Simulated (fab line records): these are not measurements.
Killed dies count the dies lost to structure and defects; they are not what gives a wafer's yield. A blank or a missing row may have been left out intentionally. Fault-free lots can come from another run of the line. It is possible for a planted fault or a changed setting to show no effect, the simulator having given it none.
Chamber matching :: flow nand harc :: NHARC_A_CHANNEL_FILL_D2_ALD_25 on ald hk-02: 4 sister chambers
The step deposits SiOx, target thk 60 nm, pulse time 10 s, ald cycles 600. 8 wafers are shown with their chamber, then 7 later ones without.

## WAFERS PAIRED WITH THEIR CHAMBERS
wafer: L078.6
chamber: 1
heater power outer w (W): 279
heater power w (W): 441

wafer: L087.2
chamber: 2
heater power outer w (W): 323
heater power w (W): 533

wafer: L087.3
chamber: 1
heater power outer w (W): 277
heater power w (W): 447

wafer: L089.1
chamber: 0
heater power outer w (W): 316
heater power w (W): 528

wafer: L089.3
chamber: 3
heater power outer w (W): 256
heater power w (W): 466

wafer: L089.5
chamber: 2
heater power outer w (W): 321
heater power w (W): 553

wafer: L090.3
chamber: 0
heater power outer w (W): 315
heater power w (W): 530

wafer: L090.4
chamber: 3
heater power outer w (W): 257
heater power w (W): 481

## WAFERS WITH NO CHAMBER GIVEN
wafer: L090.5
heater power outer w (W): 325
heater power w (W): 539

wafer: L095.2
heater power outer w (W): 257
heater power w (W): 475

wafer: L095.3
heater power outer w (W): 285
heater power w (W): 454

wafer: L095.6
heater power outer w (W): 258
heater power w (W): 475

wafer: L097.2
heater power outer w (W): 305
heater power w (W): 498

wafer: L097.4
heater power outer w (W): 256
heater power w (W): 479

wafer: L097.1
heater power outer w (W): 307
heater power w (W): 529

## EACH ONE'S CHAMBER
wafer: L090.5
from the rows above: 2
in truth: 2

wafer: L095.2
from the rows above: 3
in truth: 3

wafer: L095.3
from the rows above: 1
in truth: 1

wafer: L095.6
from the rows above: 3
in truth: 3

wafer: L097.2
from the rows above: 0
in truth: 0

wafer: L097.4
from the rows above: 3
in truth: 3

wafer: L097.1
from the rows above: 0
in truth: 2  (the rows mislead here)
Placed correctly: 6 of 7. Number that these rows cannot place: 0. Number placed wrongly: 1.
How it was worked out, from the rows above alone: a wafer's distance from a chamber is the root of the sum, over the readings, of the square of ((its reading less the chamber's mean) divided by the reading's scatter). If the next closest chamber is less than 2 further off than the closest, the wafer can't be placed; otherwise it belongs to the closest. A chamber's mean is the mean of its shown wafers. The scatter: the root of (the sum of the squares of (reading less its chamber's mean) over the shown wafers, divided by (wafers less chambers)).
